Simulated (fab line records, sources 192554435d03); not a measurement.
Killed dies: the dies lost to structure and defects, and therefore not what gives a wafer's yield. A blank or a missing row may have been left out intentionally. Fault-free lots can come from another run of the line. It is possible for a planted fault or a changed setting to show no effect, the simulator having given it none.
fab line records	flow n5Finfet
record: lots: 24	wafers: 72	lastDay: 17
route steps=1938 shown HKMG_FIN@432 GATE_CUT@489
lots untouched by any fault: they come from a run of this same line in which no faults occurred
startH: hours from the record's opening day to when the first of the lot's shown wafers began	waitH: hours from the lot's prior step to this one	" same as the row above	L1.1+2: several wafers, shown together as one row	- no value present, or no start provided	* or withheld: withheld	< > ~ a bound
route shown NAME@n: NAME is a module with steps in the file, n the number in the route of the first one	usual: average and standard deviation across the fault-free wafers	same: alike in all rows	chamber/n: place in a boat	sites: per-site readings	_std_site: standard deviation of those values	_edge_site: mean of outer sites minus mean of inner sites	radiusMm: how far each site lies from the wafer's centre	mask NAME#n: copy n	behind: the last tool/chamber to shape the wafer	hold: what put the lot on hold/how long, in hours/how the hold closed	device: whichever transistor did not switch (one of n, p or np)	end of line: the same wafers' tests at the end of the route	step lacking rows: just its recipe	killed: dies lost to structure and defects at the first sort, not the wafer's yield	map: a wafer's dies, marking killed ones x, the rest . and places with no die _
set.NAME: the setting as run; set.NAME@STEP: as run at that earlier step	model.NAME: the simulator's own value behind a step, which no gauge read
a sample of lots followed through the steps of the route, with each step as a table and each wafer as a row
services: from which hour (startH, from the record's first day; less than 0 if before it) a tool's chamber was out of use, for how many hours, and why
== steps ==
step: N5_HKMG_FIN_INSPECT_14
recipe: mode: adi	inspectInstrument: macro
usual: rawDefectCount: 1.9/1.5
lot.wafer	tool	chamber	startH	waitH	rawDefectCount
L074.3	defectInspect-01	-	72.50	0.0	4
L074.4	"	-	"	"	1
L074.5	"	-	"	"	0
L075.2	defectInspect-02	-	84.74	0.0	2
L075.3	"	-	"	"	2
L075.5	"	-	"	"	1
L076.2	defectInspect-02	-	85.88	0.0	3
L076.4	"	-	"	"	1
L076.6	"	-	"	"	4
L077.2	defectInspect-02	-	93.70	0.0	2
L077.4	"	-	"	"	2
L077.5	"	-	"	"	5
L078.3	defectInspect-02	-	101.38	0.0	1
L078.4	"	-	"	"	0
L078.5	"	-	"	"	1
L079.1	defectInspect-02	-	108.65	0.0	6
L079.2	"	-	"	"	1
L079.6	"	-	"	"	1
L080.1	defectInspect-02	-	117.17	0.0	2
L080.2	"	-	"	"	0
L080.5	"	-	"	"	0
L081.2	defectInspect-01	-	124.86	0.0	2
L081.3	"	-	"	"	1
L081.4	"	-	"	"	2
L082.1	defectInspect-01	-	127.25	0.0	4
L082.3	"	-	"	"	3
L082.6	"	-	"	"	3
L083.2	defectInspect-01	-	129.22	0.0	1
L083.3	"	-	"	"	0
L083.6	"	-	"	"	0
L084.2	defectInspect-02	-	137.50	0.0	3
L084.3	"	-	"	"	2
L084.6	"	-	"	"	2
L085.1	defectInspect-02	-	142.52	0.0	2
L085.4	"	-	"	"	1
L085.5	"	-	"	"	1
L086.4	defectInspect-02	-	148.75	0.0	3
L086.5	"	-	"	"	2
L086.6	"	-	"	"	3
L087.3	defectInspect-01	-	156.30	0.0	0
L087.4	"	-	"	"	1
L087.6	"	-	"	"	0
L088.1	defectInspect-02	-	161.55	0.0	2
L088.4	"	-	"	"	1
L088.6	"	-	"	"	2
L089.1	defectInspect-02	-	168.76	0.0	1
L089.2	"	-	"	"	2
L089.4	"	-	"	"	1
L090.2	defectInspect-01	-	172.68	0.0	6
L090.3	"	-	"	"	2
L090.5	"	-	"	"	1
L091.1	defectInspect-02	-	178.65	0.0	1
L091.3	"	-	"	"	0
L091.6	"	-	"	"	3
L092.3	defectInspect-02	-	183.01	0.0	0
L092.5	"	-	"	"	2
L092.6	"	-	"	"	2
L093.2	defectInspect-01	-	192.78	0.0	4
L093.4	"	-	"	"	2
L093.6	"	-	"	"	1
L094.1	defectInspect-02	-	195.98	0.0	4
L094.5	"	-	"	"	3
L094.6	"	-	"	"	0
L095.2	defectInspect-02	-	202.55	0.0	2
L095.4	"	-	"	"	2
L095.6	"	-	"	"	3
L096.1	defectInspect-01	-	211.53	0.0	2
L096.2	"	-	"	"	4
L096.6	"	-	"	"	4
L097.2	defectInspect-02	-	218.34	0.0	6
L097.3	"	-	"	"	1
L097.5	"	-	"	"	2
step: N5_HKMG_FIN_ETCHBACK_68
recipe: chemistry: Cl2/Ar	stopOn: HfO2	targetDepthA: 5	pressureMtorr: 10	icpW: 600	biasW: 60	Cl2_flow_sccm: 40	Ar_flow_sccm: 60
usual: drypumpMotorCurrentA: 5.4/0.37	mfcArSccm: 60.04/0.18	oesProductAu: 0.78/0.085	throttleValvePct: 20.9/0.36
lot.wafer	tool	chamber	startH	waitH	drypumpMotorCurrentA	mfcArSccm	oesProductAu	rfHoursCounterH	throttleValvePct
L074.3	rieMetal-02	1	75.45	0.1	5.3	59.89	0.87	-	20.7
L074.4	"	0	"	"	5.5	60.01	0.77	-	20.3
L074.5	"	0	"	"	5.5	59.88	0.78	-	20.3
L075.2	rieMetal-03	0	87.70	0.0	4.9	59.98	0.68	83	21.4
L075.3	"	1	"	"	5.6	59.95	0.95	-	21.0
L075.5	"	0	"	"	4.9	59.85	0.67	-	21.4
L076.2	rieMetal-01	1	89.21	0.0	6.0	59.92	0.83	19	21.1
L076.4	"	0	"	"	5.3	59.98	0.74	-	20.7
L076.6	"	0	"	"	5.3	60.35	0.75	-	20.7
L077.2	rieMetal-02	1	97.19	0.0	5.3	59.99	0.87	13	20.7
L077.4	"	1	"	"	5.2	60.10	0.87	-	20.7
L077.5	"	1	"	"	5.3	60.05	0.87	-	20.7
L078.3	rieMetal-02	1	104.06	0.1	5.3	59.98	0.86	-	20.7
L078.4	"	0	"	"	5.5	60.15	0.77	-	20.3
L078.5	"	1	"	"	5.2	59.92	0.86	-	20.7
L079.1	rieMetal-02	1	111.64	0.0	5.3	60.46	0.87	14	20.7
L079.2	"	0	"	"	5.5	59.93	0.77	35	20.3
L079.6	"	0	"	"	5.5	59.89	0.77	-	20.3
L080.1	rieMetal-03	1	121.27	0.0	5.6	59.97	0.93	6	21.0
L080.2	"	0	"	"	4.9	59.99	0.66	86	21.4
L080.5	"	1	"	"	5.6	60.16	0.92	-	21.1
L081.2	rieMetal-03	0	127.51	0.0	4.9	60.12	0.62	86	21.5
L081.3	"	0	"	"	4.9	59.99	0.67	-	21.4
L081.4	"	1	"	"	5.6	60.00	0.91	-	21.0
L082.1	rieMetal-02	0	130.06	0.0	5.5	59.92	0.76	37	20.3
L082.3	"	0	"	"	5.5	59.72	0.76	-	20.3
L082.6	"	1	"	"	5.3	60.03	0.86	-	20.8
L083.2	rieMetal-03	1	132.07	0.0	5.6	59.79	0.92	6	21.0
L083.3	"	1	"	"	5.6	59.82	0.93	-	21.0
L083.6	"	1	"	"	5.6	59.84	0.92	-	21.0
L084.2	rieMetal-03	0	140.42	0.0	4.9	60.50	0.66	87	21.4
L084.3	"	0	"	"	4.9	59.92	0.66	-	21.4
L084.6	"	1	"	"	5.6	59.94	0.90	-	21.0
L085.1	rieMetal-01	1	145.27	0.0	6.1	60.04	0.81	26	21.2
L085.4	"	1	"	"	6.1	60.17	0.81	-	21.2
L085.5	"	1	"	"	6.1	60.12	0.80	-	21.2
L086.4	rieMetal-02	1	151.43	0.1	5.2	60.31	0.84	-	20.8
L086.5	"	0	"	"	5.5	60.16	0.76	-	20.3
L086.6	"	1	"	"	5.3	60.13	0.85	-	20.7
L087.3	rieMetal-01	1	159.11	0.1	6.1	60.33	0.81	-	21.2
L087.4	"	0	"	"	5.3	59.90	0.74	-	20.7
L087.6	"	1	"	"	6.1	60.17	0.80	-	21.2
L088.1	rieMetal-01	0	164.25	0.0	5.3	59.90	0.73	62	20.7
L088.4	"	1	"	"	6.1	59.98	0.80	-	21.2
L088.6	"	1	"	"	6.1	59.76	0.80	-	21.2
L089.1	rieMetal-03	1	172.46	0.0	5.6	60.15	0.90	11	21.1
L089.2	"	0	"	"	4.9	60.19	0.66	90	21.4
L089.4	"	1	"	"	5.6	60.02	0.89	-	21.1
L090.2	rieMetal-02	0	175.45	0.0	5.5	59.95	0.75	41	20.3
L090.3	"	1	"	"	5.2	59.98	0.84	-	20.8
L090.5	"	1	"	"	5.3	60.30	0.84	-	20.8
L091.1	rieMetal-03	1	181.51	0.0	5.6	60.06	0.89	12	21.1
L091.3	"	1	"	"	5.6	59.97	0.88	-	21.1
L091.6	"	0	"	"	4.9	60.02	0.65	-	21.4
L092.3	rieMetal-03	0	185.87	0.1	4.9	60.06	0.65	-	21.4
L092.5	"	1	"	"	5.6	60.18	0.88	-	21.1
L092.6	"	0	"	"	4.9	59.92	0.65	-	21.5
L093.2	rieMetal-01	0	195.50	0.0	5.2	60.18	0.73	65	20.7
L093.4	"	0	"	"	5.3	60.02	0.73	-	20.7
L093.6	"	1	"	"	6.1	59.71	0.79	-	21.2
L094.1	rieMetal-01	0	199.29	0.0	5.3	60.46	0.72	66	20.7
L094.5	"	1	"	"	6.1	60.00	0.79	-	21.2
L094.6	"	0	"	"	5.3	60.09	0.72	-	20.7
L095.2	rieMetal-01	1	205.46	0.0	6.1	59.60	0.80	32	21.2
L095.4	"	0	"	"	5.2	59.95	0.72	-	20.7
L095.6	"	0	"	"	5.3	59.82	0.72	-	20.7
L096.1	rieMetal-03	0	214.25	0.0	4.9	60.03	0.65	95	21.4
L096.2	"	1	"	"	5.6	59.92	0.88	15	21.1
L096.6	"	1	"	"	5.6	59.88	0.86	-	21.1
L097.2	rieMetal-01	1	221.33	0.0	6.1	60.12	0.79	33	21.2
L097.3	"	1	"	"	6.0	60.19	0.79	-	21.2
L097.5	"	0	"	"	5.3	60.08	0.72	-	20.7
step: N5_HKMG_FIN_STRIP_69
recipe: chemistry: N2/H2	powerW: 2500	tempC: 300	h2Frac: 0.65	timeS: 360	pressureMtorr: withheld	n2FlowSccm: 1750	h2FlowSccm: 3250
usual: drypumpMotorCurrentA: 6.1/0.3	heaterPowerW: 439/24
lot.wafer	tool	chamber	startH	waitH	drypumpMotorCurrentA	heaterPowerW	rfHoursCounterH
L074.3	plasmaAsher-02	1	75.68	0.2	6.5	446	-
L074.4	"	0	"	"	6.4	470	-
L074.5	"	1	"	"	6.5	462	-
L075.2	plasmaAsher-01	1	87.84	0.1	5.9	405	39
L075.3	"	0	"	"	5.8	447	-
L075.5	"	0	"	"	5.8	437	-
L076.2	plasmaAsher-02	1	89.35	0.1	6.4	453	92
L076.4	"	0	"	"	6.4	461	-
L076.6	"	1	"	"	6.4	463	-
L077.2	plasmaAsher-01	1	97.33	0.1	5.9	407	41
L077.4	"	1	"	"	5.9	410	-
L077.5	"	0	"	"	5.8	443	-
L078.3	plasmaAsher-01	1	104.28	0.2	5.9	402	-
L078.4	"	0	"	"	5.8	427	-
L078.5	"	1	"	"	5.9	402	-
L079.1	plasmaAsher-01	1	111.78	0.1	5.9	401	43
L079.2	"	0	"	"	5.8	442	43
L079.6	"	0	"	"	5.7	434	-
L080.1	plasmaAsher-02	1	121.42	0.1	6.5	456	97
L080.2	"	0	"	"	6.4	469	97
L080.5	"	0	"	"	6.4	464	-
L081.2	plasmaAsher-01	0	127.65	0.1	5.7	448	47
L081.3	"	1	"	"	5.9	397	-
L081.4	"	0	"	"	5.8	447	-
L082.1	plasmaAsher-02	1	130.20	0.1	6.5	449	99
L082.3	"	0	"	"	6.4	458	-
L082.6	"	1	"	"	6.4	457	-
L083.2	plasmaAsher-02	0	132.21	0.1	6.4	469	99
L083.3	"	0	"	"	6.4	469	-
L083.6	"	1	"	"	6.5	460	-
L084.2	plasmaAsher-02	0	140.56	0.1	6.4	450	101
L084.3	"	1	"	"	6.5	458	-
L084.6	"	1	"	"	6.5	444	-
L085.1	plasmaAsher-02	1	145.42	0.1	6.5	452	102
L085.4	"	0	"	"	6.4	468	-
L085.5	"	0	"	"	6.4	457	-
L086.4	plasmaAsher-02	1	151.65	0.2	6.5	447	-
L086.5	"	1	"	"	6.5	453	-
L086.6	"	0	"	"	6.4	469	-
L087.3	plasmaAsher-01	1	159.33	0.2	5.9	399	-
L087.4	"	0	"	"	5.7	446	-
L087.6	"	1	"	"	5.9	399	-
L088.1	plasmaAsher-02	1	164.39	0.1	6.5	457	106
L088.4	"	0	"	"	6.4	457	-
L088.6	"	0	"	"	6.4	455	-
L089.1	plasmaAsher-01	0	172.60	0.1	5.8	437	57
L089.2	"	1	"	"	5.9	414	57
L089.4	"	0	"	"	5.8	437	-
L090.2	plasmaAsher-01	0	175.59	0.1	5.8	436	58
L090.3	"	0	"	"	5.8	451	-
L090.5	"	1	"	"	5.9	385	-
L091.1	plasmaAsher-01	1	181.65	0.1	5.9	400	59
L091.3	"	0	"	"	5.7	443	-
L091.6	"	0	"	"	5.8	445	-
L092.3	plasmaAsher-01	1	186.09	0.2	5.9	391	-
L092.5	"	0	"	"	5.8	439	-
L092.6	"	1	"	"	5.9	404	-
L093.2	plasmaAsher-01	0	195.64	0.1	5.7	443	61
L093.4	"	0	"	"	5.7	441	-
L093.6	"	0	"	"	5.7	445	-
L094.1	plasmaAsher-01	0	199.43	0.1	5.7	431	62
L094.5	"	1	"	"	5.9	408	-
L094.6	"	0	"	"	5.7	436	-
L095.2	plasmaAsher-02	0	205.60	0.1	6.4	467	114
L095.4	"	1	"	"	6.5	453	-
L095.6	"	1	"	"	6.5	454	-
L096.1	plasmaAsher-02	1	214.39	0.1	6.5	454	115
L096.2	"	0	"	"	6.4	466	115
L096.6	"	1	"	"	6.5	458	-
L097.2	plasmaAsher-01	1	221.47	0.1	5.9	403	66
L097.3	"	1	"	"	6.0	404	-
L097.5	"	1	"	"	5.9	404	-
step: N5_GATE_CUT_INSPECT_15
recipe: mode: adi	inspectInstrument: brightfield
usual: rawDefectCount: 130/44
lot.wafer	tool	chamber	startH	waitH	rawDefectCount
L074.3	defectInspect-01	-	81.07	0.0	213
L074.4	"	-	"	"	146
L074.5	"	-	"	"	151
L075.2	defectInspect-02	-	93.39	0.0	166
L075.3	"	-	"	"	130
L075.5	"	-	"	"	138
L076.2	defectInspect-02	-	95.92	0.0	138
L076.4	"	-	"	"	90
L076.6	"	-	"	"	114
L077.2	defectInspect-02	-	102.73	0.0	98
L077.4	"	-	"	"	72
L077.5	"	-	"	"	83
L078.3	defectInspect-02	-	109.58	0.0	121
L078.4	"	-	"	"	133
L078.5	"	-	"	"	72
L079.1	defectInspect-01	-	117.50	0.1	108
L079.2	"	-	"	"	98
L079.6	"	-	"	"	187
L080.1	defectInspect-01	-	126.73	0.1	178
L080.2	"	-	"	"	87
L080.5	"	-	"	"	113
L081.2	defectInspect-02	-	133.06	0.0	122
L081.3	"	-	"	"	79
L081.4	"	-	"	"	111
L082.1	defectInspect-02	-	135.84	0.1	110
L082.3	"	-	"	"	143
L082.6	"	-	"	"	122
L083.2	defectInspect-02	-	138.54	0.0	206
L083.3	"	-	"	"	133
L083.6	"	-	"	"	284
L084.2	defectInspect-01	-	146.09	0.0	84
L084.3	"	-	"	"	93
L084.6	"	-	"	"	74
L085.1	defectInspect-01	-	150.74	0.1	134
L085.4	"	-	"	"	108
L085.5	"	-	"	"	138
L086.4	defectInspect-01	-	156.96	0.0	150
L086.5	"	-	"	"	141
L086.6	"	-	"	"	152
L087.3	defectInspect-02	-	164.72	0.0	180
L087.4	"	-	"	"	152
L087.6	"	-	"	"	177
L088.1	defectInspect-01	-	170.29	0.1	104
L088.4	"	-	"	"	123
L088.6	"	-	"	"	110
L089.1	defectInspect-02	-	178.01	0.1	57
L089.2	"	-	"	"	70
L089.4	"	-	"	"	97
L090.2	defectInspect-02	-	181.14	0.0	156
L090.3	"	-	"	"	101
L090.5	"	-	"	"	115
L091.1	defectInspect-01	-	190.10	0.1	98
L091.3	"	-	"	"	106
L091.6	"	-	"	"	111
L092.3	defectInspect-02	-	194.73	0.1	111
L092.5	"	-	"	"	116
L092.6	"	-	"	"	93
L093.2	defectInspect-01	-	201.07	0.0	86
L093.4	"	-	"	"	115
L093.6	"	-	"	"	154
L094.1	defectInspect-02	-	204.92	0.1	131
L094.5	"	-	"	"	145
L094.6	"	-	"	"	71
L095.2	defectInspect-01	-	210.96	0.0	178
L095.4	"	-	"	"	219
L095.6	"	-	"	"	261
L096.1	defectInspect-01	-	219.69	0.1	72
L096.2	"	-	"	"	159
L096.6	"	-	"	"	103
L097.2	defectInspect-02	-	227.06	0.0	180
L097.3	"	-	"	"	193
L097.5	"	-	"	"	161
step: N5_GATE_CUT_STRIP_42
recipe: chemistry: O2	powerW: 400	tempC: 40	pressureMtorr: 30	rfFrequencyHz: 6e+07	biasPowerW: 0	overashFraction: 0.3	o2FlowSccm: 225
usual: drypumpMotorCurrentA: 5.8/0.42	oesProductAu: 0.80/0.093	rfVppV: 3.7/0.49	showerheadPlenumPTorr: 2.13/0.075	throttleValvePct: 16.62/0.24
lot.wafer	tool	chamber	startH	waitH	drypumpMotorCurrentA	oesProductAu	rfHoursCounterH	rfVppV	showerheadPlenumPTorr	throttleValvePct
L074.3	rieDiel-06	3	81.35	0.0	5.8	0.88	49	3.5	2.23	16.32
L074.4	"	1	"	"	6.1	0.67	248	4.5	2.15	16.70
L074.5	"	1	"	"	6.1	0.67	-	3.8	2.15	16.72
L075.2	rieDiel-06	3	94.57	0.0	5.8	0.86	55	3.9	2.22	16.34
L075.3	"	2	"	"	5.2	0.94	11	4.0	2.15	16.53
L075.5	"	2	"	"	5.2	0.94	-	3.1	2.15	16.52
L076.2	rieDiel-06	0	97.25	0.0	6.0	0.68	214	2.5	2.08	16.82
L076.4	"	3	"	"	5.9	0.87	-	4.5	2.22	16.34
L076.6	"	2	"	"	5.2	0.94	-	4.5	2.15	16.53
L077.2	rieDiel-03	3	103.41	0.0	5.3	0.68	224	3.9	2.07	16.98
L077.4	"	2	"	"	5.3	0.78	-	3.2	2.03	16.71
L077.5	"	3	"	"	5.3	0.68	-	3.4	2.07	17.00
L078.3	rieDiel-06	3	110.00	0.0	5.8	0.85	-	3.6	2.22	16.36
L078.4	"	2	"	"	5.2	0.92	-	4.3	2.15	16.54
L078.5	"	2	"	"	5.2	0.92	-	3.6	2.15	16.55
L079.1	rieDiel-06	0	117.95	0.0	6.0	0.69	220	3.1	2.07	16.84
L079.2	"	1	"	"	6.2	0.99	2	3.2	2.15	16.28
L079.6	"	3	"	"	5.8	0.85	-	4.2	2.22	16.37
L080.1	rieDiel-03	2	127.53	0.0	5.3	0.77	126	3.1	2.02	16.73
L080.2	"	0	"	"	6.6	0.95	2	4.4	2.06	16.47
L080.5	"	2	"	"	5.3	0.77	-	3.6	2.02	16.74
L081.2	rieDiel-03	2	133.34	0.0	5.3	0.77	129	4.4	2.02	16.73
L081.3	"	3	"	"	5.4	0.68	235	3.4	2.06	17.01
L081.4	"	1	"	"	5.9	0.75	147	3.5	2.19	16.87
L082.1	rieDiel-06	2	136.12	0.0	5.2	0.90	28	4.7	2.14	16.56
L082.3	"	1	"	"	6.2	0.95	7	4.6	2.15	16.30
L082.6	"	1	"	"	6.2	0.96	-	4.1	2.15	16.29
L083.2	rieDiel-02	0	138.94	0.0	6.1	0.86	56	3.2	2.22	16.32
L083.3	"	1	"	"	6.2	0.76	-	4.7	2.19	16.35
L083.6	"	1	"	"	6.3	0.77	-	3.5	2.19	16.36
L084.2	rieDiel-02	0	146.37	0.0	6.0	0.85	60	4.5	2.22	16.32
L084.3	"	2	"	"	6.2	0.76	176	3.8	2.00	16.97
L084.6	"	0	"	"	6.0	0.85	-	3.8	2.22	16.32
L085.1	rieDiel-06	1	151.17	0.0	6.1	0.94	13	3.1	2.14	16.31
L085.4	"	3	"	"	5.9	0.84	77	4.0	2.22	16.39
L085.5	"	3	"	"	5.9	0.85	-	4.1	2.22	16.37
L086.4	rieDiel-03	1	157.33	0.0	5.9	0.75	157	3.0	2.19	16.89
L086.5	"	3	"	"	5.4	0.68	-	3.6	2.06	17.02
L086.6	"	0	"	"	6.7	0.92	-	3.7	2.06	16.50
L087.3	rieDiel-06	2	165.00	0.0	5.2	0.88	39	3.6	2.14	16.58
L087.4	"	3	"	"	5.9	0.83	82	3.1	2.21	16.40
L087.6	"	0	"	"	5.9	0.67	-	3.1	2.07	16.86
L088.1	rieDiel-03	3	170.57	0.0	5.3	0.67	247	4.4	2.06	17.04
L088.4	"	1	"	"	5.9	0.74	161	3.8	2.18	16.89
L088.6	"	1	"	"	5.9	0.74	-	2.7	2.18	16.89
L089.1	rieDiel-03	3	178.29	0.0	5.3	0.67	250	3.8	2.06	17.02
L089.2	"	2	"	"	5.3	0.75	145	3.8	2.02	16.75
L089.4	"	1	"	"	5.9	0.74	164	4.0	2.18	16.90
L090.2	rieDiel-03	1	182.14	0.0	5.9	0.74	166	3.8	2.18	16.90
L090.3	"	0	"	"	6.7	0.89	22	3.6	2.05	16.51
L090.5	"	1	"	"	5.9	0.74	-	4.5	2.18	16.89
L091.1	rieDiel-02	3	190.38	0.0	5.6	0.96	13	3.5	2.24	16.51
L091.3	"	2	"	"	6.2	0.74	192	3.0	1.99	17.02
L091.6	"	1	"	"	6.2	0.74	-	3.7	2.18	16.38
L092.3	rieDiel-03	1	195.01	0.0	5.9	0.73	172	3.3	2.18	16.92
L092.5	"	2	"	"	5.3	0.76	-	3.3	2.01	16.77
L092.6	"	1	"	"	5.9	0.74	-	3.9	2.18	16.91
L093.2	rieDiel-06	2	201.35	0.0	5.2	0.87	44	4.2	2.14	16.58
L093.4	"	3	"	"	5.8	0.82	88	4.4	2.21	16.41
L093.6	"	3	"	"	5.9	0.83	-	3.9	2.21	16.41
L094.1	rieDiel-03	2	205.27	0.0	5.3	0.75	156	4.0	2.01	16.79
L094.5	"	1	"	"	5.9	0.73	-	3.3	2.18	16.92
L094.6	"	2	"	"	5.3	0.74	-	3.7	2.01	16.77
L095.2	rieDiel-02	3	211.28	0.0	5.6	0.92	20	4.3	2.24	16.50
L095.4	"	1	"	"	6.2	0.74	161	3.5	2.18	16.41
L095.6	"	2	"	"	6.2	0.73	-	4.2	1.99	17.02
L096.1	rieDiel-06	1	219.97	0.0	6.2	0.90	29	4.0	2.14	16.33
L096.2	"	2	"	"	5.2	0.88	50	3.0	2.14	16.61
L096.6	"	2	"	"	5.2	0.87	-	2.8	2.14	16.61
L097.2	rieDiel-02	1	227.34	0.0	6.2	0.74	168	4.2	2.18	16.43
L097.3	"	3	"	"	5.5	0.93	25	3.2	2.24	16.53
L097.5	"	1	"	"	6.2	0.73	-	3.8	2.18	16.41
step: N5_GATE_CUT_CMP_43
recipe: material: SiO2	postCmpClean: rinseOnly
usual: motorCurrentA: 12.5/1.4
lot.wafer	tool	chamber	startH	waitH	motorCurrentA
L074.4	cmp-01	2	83.84	0.1	13.4
L074.3	"	3	"	"	11.6
L074.5	"	2	"	"	12.7
L075.2	cmp-04	2	97.41	0.1	12.6
L075.3	"	0	"	"	11.0
L075.5	"	1	"	"	11.6
L076.2	cmp-01	2	99.66	0.0	13.3
L076.4	"	1	"	"	16.1
L076.6	"	2	"	"	12.8
L077.4	cmp-04	0	105.90	0.1	10.2
L077.2	"	2	"	"	12.1
L077.5	"	0	"	"	10.4
L078.3	cmp-02	3	112.62	0.1	12.3
L078.4	"	1	"	"	12.0
L078.5	"	3	"	"	12.7
L079.1	cmp-02	1	120.65	0.0	13.0
L079.2	"	0	"	"	12.8
L079.6	"	1	"	"	12.6
L080.1	cmp-04	1	129.98	0.0	11.3
L080.2	"	3	"	"	13.7
L080.5	"	1	"	"	11.5
L081.2	cmp-04	2	135.92	0.0	13.1
L081.3	"	0	"	"	10.9
L081.4	"	1	"	"	12.2
L082.3	cmp-01	0	138.61	0.1	13.5
L082.1	"	1	"	"	16.9
L082.6	"	0	"	"	13.3
L083.2	cmp-04	3	141.69	0.0	13.1
L083.3	"	2	"	"	12.8
L083.6	"	3	"	"	12.7
L084.3	cmp-01	3	148.78	0.0	11.3
L084.2	"	1	"	"	16.5
L084.6	"	3	"	"	11.3
L085.4	cmp-02	0	153.98	0.1	13.2
L085.1	"	2	"	"	11.6
L085.5	"	0	"	"	13.0
L086.4	cmp-02	1	159.86	0.0	12.0
L086.5	"	1	"	"	12.4
L086.6	"	2	"	"	11.1
L087.4	cmp-04	1	167.49	0.0	12.0
L087.3	"	2	"	"	12.7
L087.6	"	1	"	"	12.0
L088.1	cmp-04	0	173.13	0.2	10.6
L088.4	"	1	"	"	12.4
L088.6	"	2	"	"	13.5
L089.1	cmp-04	1	181.15	0.1	11.5
L089.4	"	2	"	"	12.8
L089.2	"	3	"	"	13.0
L090.3	cmp-01	0	186.14	0.2	13.0
L090.2	"	1	"	"	16.1
L090.5	"	3	"	"	11.3
L091.3	cmp-02	0	194.63	0.0	13.2
L091.1	"	2	"	"	11.1
L091.6	"	1	"	"	11.6
L092.3	cmp-01	1	197.87	0.0	16.3
L092.6	"	1	"	"	17.2
L092.5	"	2	"	"	13.0
L093.4	cmp-02	1	203.75	0.0	12.3
L093.2	"	0	"	"	13.4
L093.6	"	1	"	"	12.2
L094.1	cmp-01	3	207.83	0.2	11.4
L094.5	"	1	"	"	15.6
L094.6	"	2	"	"	13.5
L095.4	cmp-04	3	213.77	0.1	13.8
L095.2	"	1	"	"	11.3
L095.6	"	3	"	"	12.9
L096.2	cmp-02	2	222.37	0.0	10.6
L096.1	"	0	"	"	12.8
L096.6	"	2	"	"	10.4
L097.3	cmp-04	3	229.97	0.2	12.5
L097.2	"	2	"	"	13.4
L097.5	"	0	"	"	9.9
== services ==
tool	chamber	startH	hours	kind
cmp-01	-	53.93	4.5	pm
rieMetal-01	-	65.02	0.5	repair
rieMetal-01	-	79.58	2.9	repair
cmp-02	-	82.01	6.3	repair
cmp-04	-	87.12	1.4	repair
rieDiel-06	0	88.86	4.1	repair
rieDiel-02	1	113.73	15.6	repair
rieDiel-06	2	117.42	1.2	repair
plasmaAsher-02	-	123.16	4.3	pm
cmp-02	-	132.53	4.0	pm
rieMetal-01	0	134.08	6.0	repair
cmp-04	-	149.07	6.8	pm
rieDiel-02	3	153.75	1.5	repair
cmp-01	-	160.18	2.3	repair
cmp-04	-	164.22	2.1	repair
rieDiel-03	3	164.52	1.7	repair
rieMetal-03	-	166.18	2.2	repair
cmp-04	-	174.93	1.3	repair
rieDiel-06	-	179.18	14.6	pm
rieDiel-02	0	201.01	9.1	repair
cmp-04	-	209.28	0.9	repair
rieDiel-02	2	223.76	6.1	repair
cmp-02	-	227.66	5.5	pm
cmp-01	-	227.77	4.0	pm
== key ==
fault none
